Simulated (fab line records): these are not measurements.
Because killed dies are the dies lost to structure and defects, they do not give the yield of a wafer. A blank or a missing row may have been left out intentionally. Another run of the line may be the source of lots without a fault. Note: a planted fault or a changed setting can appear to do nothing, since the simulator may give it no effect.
Which tool was responsible? ; flow nand_harc ; 11 lots, 33 wafers sampled, at 5 steps of a route of 1302

## WHAT EACH GAUGE READ, for each wafer
NHARC_A_ONON_D1_THK_MEAS_11: measures by ellipsometry. Usual: thk_nm 1001 nm, standard deviation 9.
lot;measured;on;thk_nm (nm);flag
L904;day 8 08:35;film_metro-02;997 1000 1001;
L906;day 9 04:16;film_metro-02;1009 1010 1006;
L907;day 9 04:17;film_metro-01;995 997 997;
L908;day 9 19:17;film_metro-01;996 998 998;
L909;day 10 08:49;film_metro-02;1006 1005 1006;
L910;day 11 04:18;film_metro-02;984 983 984;
L911;day 11 04:20;film_metro-01;1017 1018 1019;
L916;day 13 06:56;film_metro-01;1015 1013 1012;
L922;day 15 22:10;film_metro-02;991 991 993;
L923;day 16 02:50;film_metro-02;1000 1001 1002;
L924;day 16 07:47;film_metro-02;1009 1009 1011;

NHARC_END_SORT_01. Usual: killed_at_array 55, standard deviation 20; killed_at_other 1.2, standard deviation 1.3; killed_at_periphery 4.0, standard deviation 3; killed_dies 60, standard deviation 21; killed_open 3.2, standard deviation 1.9; killed_short 2.5, standard deviation 1.6.
lot;measured;on;killed_at_array;killed_at_other;killed_at_periphery;killed_dies;killed_open;killed_short;flag
L906;day 25 12:42;prober-02;22 23 19;0 0 0;11 4 5;33 27 24;5 7 4;1 5 1;
L908;day 26 06:44;prober-02;61 52 55;4 1 2;1 0 3;66 53 60;4 6 4;5 0 2;
L916;day 30 05:29;prober-02;70 73 67;0 0 1;3 2 4;73 75 72;7 3 2;2 3 3;
L922;day 32 19:46;prober-01;216 205 197;1 0 0;0 6 3;217 211 200;3 2 3;2 3 4;OFF
L923;day 32 09:47;prober-01;250 214 179;0 1 0;6 3 4;256 218 183;5 11 3;4 2 4;OFF

## WHAT TOOL EACH LOT RAN ON (gives the tool, then ch and the chambers of the sampled wafers, and finally the start)
lot;NHARC_A_CHANNEL_HOLE_D1_ETCH_38;NHARC_A_CHANNEL_HOLE_D1_ETCH_22;NHARC_A_CHANNEL_HOLE_D1_ETCH_25
L904;rie_diel-09 ch 2,3, day 9 04:01;har_etch-01 ch 0,1, day 9 08:32;har_etch-01 ch 0,1, day 9 10:32
L906;rie_diel-08 ch 0,1,3, day 9 18:39;har_etch-01 ch 0, day 9 21:07;har_etch-01 ch 0, day 9 23:13
L907;rie_diel-09 ch 0,1,3, day 9 18:29;har_etch-02 ch 0,1, day 9 20:32;har_etch-02 ch 0,1, day 9 22:37
L908;rie_diel-08 ch 0,1,2, day 10 09:40;har_etch-02 ch 0, day 10 11:43;har_etch-02 ch 0, day 10 13:48
L909;rie_diel-09 ch 0,1, day 11 00:10;har_etch-02 ch 0,1, day 11 02:08;har_etch-02 ch 0,1, day 11 04:11
L910;rie_diel-09 ch 0,3, day 11 18:29;har_etch-01 ch 0,1, day 11 20:39;har_etch-01 ch 0,1, day 11 22:44
L911;rie_diel-09 ch 0,2,3, day 11 18:48;har_etch-02 ch 0, day 11 21:52;har_etch-02 ch 0, day 12 01:56
L916;rie_diel-09 ch 0,1, day 14 00:30;har_etch-02 ch 1, day 14 02:28;har_etch-02 ch 1, day 14 04:30
L922;rie_diel-09 ch 1,2,3, day 16 12:43;har_etch-01 ch 0, day 16 14:41;har_etch-01 ch 0, day 16 16:44
L923;rie_diel-09 ch 0,1,3, day 16 20:08;har_etch-01 ch 0,1, day 16 23:08;har_etch-01 ch 0,1, day 17 01:12
L924;rie_diel-13 ch 0,1,3, day 17 03:40;har_etch-02 ch 0,1, day 17 10:52;har_etch-02 ch 0,1, day 17 12:53
- NHARC_A_CHANNEL_HOLE_D1_ETCH_38: etches the open film in CF4, target depth 39 nm, time 65 s.
- NHARC_A_CHANNEL_HOLE_D1_ETCH_22: etches the open film in C4F8/O2/Ar, time 666.7 s, target depth 1600 nm.
- NHARC_A_CHANNEL_HOLE_D1_ETCH_25: etches the open film in C4F8/O2/Ar, time 1040.2 s, target depth 1500 nm.

## WHAT THE TOOLS THEMSELVES READ (means of the sampled wafers that have a number; where no wafer has one, the mark that the record gives instead)
NHARC_A_CHANNEL_HOLE_D1_ETCH_38. Usual: drypump_motor_current_A 5.6 A, standard deviation 0.37; oes_product_au 1.003 a.u., standard deviation 0.0091; rf_vpp_V 150.7 V, standard deviation 1; run_length_s 86.3 s, standard deviation 0.43; showerhead_plenum_p_Torr 1.73 Torr, standard deviation 0.052; throttle_valve_pct 13.284 %, standard deviation 0.0087.
lot;tool;drypump_motor_current_A (A);oes_product_au (a.u.);rf_vpp_V (V);run_length_s (s);showerhead_plenum_p_Torr (Torr);throttle_valve_pct (%);flag
L904;rie_diel-09;5.3;1.005;150.5;86.4;1.73;13.279;
L906;rie_diel-08;5.6;0.998;151.3;86.3;1.76;13.282;
L907;rie_diel-09;5.6;1.008;150.2;86.3;1.71;13.280;
L908;rie_diel-08;5.6;1.005;151.3;86.7;1.78;13.283;
L909;rie_diel-09;5.7;1.006;150.4;86.5;1.70;13.283;
L910;rie_diel-09;5.8;1.014;150.2;86.3;1.67;13.287;
L911;rie_diel-09;5.6;1.002;150.5;86.2;1.70;13.284;
L916;rie_diel-09;5.4;1.012;150.0;86.2;1.73;13.291;
L922;rie_diel-09;5.3;0.996;151.3;68.6;1.73;13.286;OFF
L923;rie_diel-09;5.6;1.003;149.8;68.6;1.70;13.285;OFF
L924;rie_diel-13;6.0;0.990;151.2;86.0;1.76;13.273;

NHARC_A_CHANNEL_HOLE_D1_ETCH_22. Usual: drypump_motor_current_A 6.1 A, standard deviation 0.45; run_length_s 652 s, standard deviation 3.2; showerhead_plenum_p_Torr 3.65 Torr, standard deviation 0.11; temp_c -19.98 C, standard deviation 0.12; throttle_valve_pct 32.155 %, standard deviation 0.009.
lot;tool;drypump_motor_current_A (A);run_length_s (s);showerhead_plenum_p_Torr (Torr);temp_c (C);throttle_valve_pct (%);flag
L904;har_etch-01;6.5;652;3.65;-19.97;32.164;
L906;har_etch-01;6.5;652;3.49;-19.96;32.153;
L907;har_etch-02;5.6;652;3.76;-19.95;32.147;
L908;har_etch-02;5.6;652;3.75;-20.07;32.160;
L909;har_etch-02;5.6;652;3.75;-19.98;32.159;
L910;har_etch-01;6.5;652;3.56;-20.13;32.152;
L911;har_etch-02;5.6;668;3.74;-19.83;32.148;OFF
L916;har_etch-02;5.7;652;3.73;-20.15;32.157;
L922;har_etch-01;6.4;652;3.45;-19.87;32.158;
L923;har_etch-01;6.5;652;3.59;-20.11;32.155;
L924;har_etch-02;5.7;652;3.71;-19.98;32.151;

NHARC_A_CHANNEL_HOLE_D1_ETCH_25. Usual: drypump_motor_current_A 6.1 A, standard deviation 0.45; run_length_s 1026 s, standard deviation 3.2; showerhead_plenum_p_Torr 3.65 Torr, standard deviation 0.11; temp_c -20.00 C, standard deviation 0.1; throttle_valve_pct 32.236 %, standard deviation 0.0089.
lot;tool;drypump_motor_current_A (A);run_length_s (s);showerhead_plenum_p_Torr (Torr);temp_c (C);throttle_valve_pct (%);flag
L904;har_etch-01;6.5;1025;3.65;-19.92;32.240;
L906;har_etch-01;6.5;1025;3.49;-20.00;32.235;
L907;har_etch-02;5.6;1025;3.75;-19.94;32.229;
L908;har_etch-02;5.6;1025;3.75;-19.85;32.233;
L909;har_etch-02;5.6;1025;3.74;-19.94;32.244;
L910;har_etch-01;6.5;1025;3.56;-20.05;32.243;
L911;har_etch-02;5.6;1041;3.74;-20.07;32.237;OFF
L916;har_etch-02;5.7;1025;3.73;-20.01;32.241;
L922;har_etch-01;6.5;1025;3.44;-20.05;32.237;
L923;har_etch-01;6.5;1025;3.59;-20.09;32.234;
L924;har_etch-02;5.7;1025;3.71;-19.89;32.236;

## THE ANSWER, worked out from the rows above alone
Rule: lot off if the mean of its wafers having a number is beyond 3 standard deviations from the usual mean. Also off: a lot with no number at a reading for which 4 or more lots have one. Where the step has rows for the other lots, those lots are counted as sound. After the gauges, taken in route order, come the tools' own readings; for these a lot's mean is taken, as printed above. The first step at which some lot is off is used, and at that step the reading that is off furthest; a lot without a number counts as furthest.
Off at NHARC_END_SORT_01 (killed_at_array): L922, L923. Neither off nor sound, because the step has no rows for them: L904, L907, L909, L910, L911, L924.
A tool fits if, at a process step before that reading, it ran every lot that is off, and no sound lot after the first of them. Not tried: the gauges at NHARC_END_SORT_01; whatever is off there is also off at NHARC_A_CHANNEL_HOLE_D1_ETCH_38, on other tools, and gauge error can't account for it. 2 tools fit, rie_diel-09 at NHARC_A_CHANNEL_HOLE_D1_ETCH_38 and har_etch-01 at NHARC_A_CHANNEL_HOLE_D1_ETCH_22 and NHARC_A_CHANNEL_HOLE_D1_ETCH_25, so this cannot tell which one it is.

## WHAT THE SIMULATOR HAD PUT IN
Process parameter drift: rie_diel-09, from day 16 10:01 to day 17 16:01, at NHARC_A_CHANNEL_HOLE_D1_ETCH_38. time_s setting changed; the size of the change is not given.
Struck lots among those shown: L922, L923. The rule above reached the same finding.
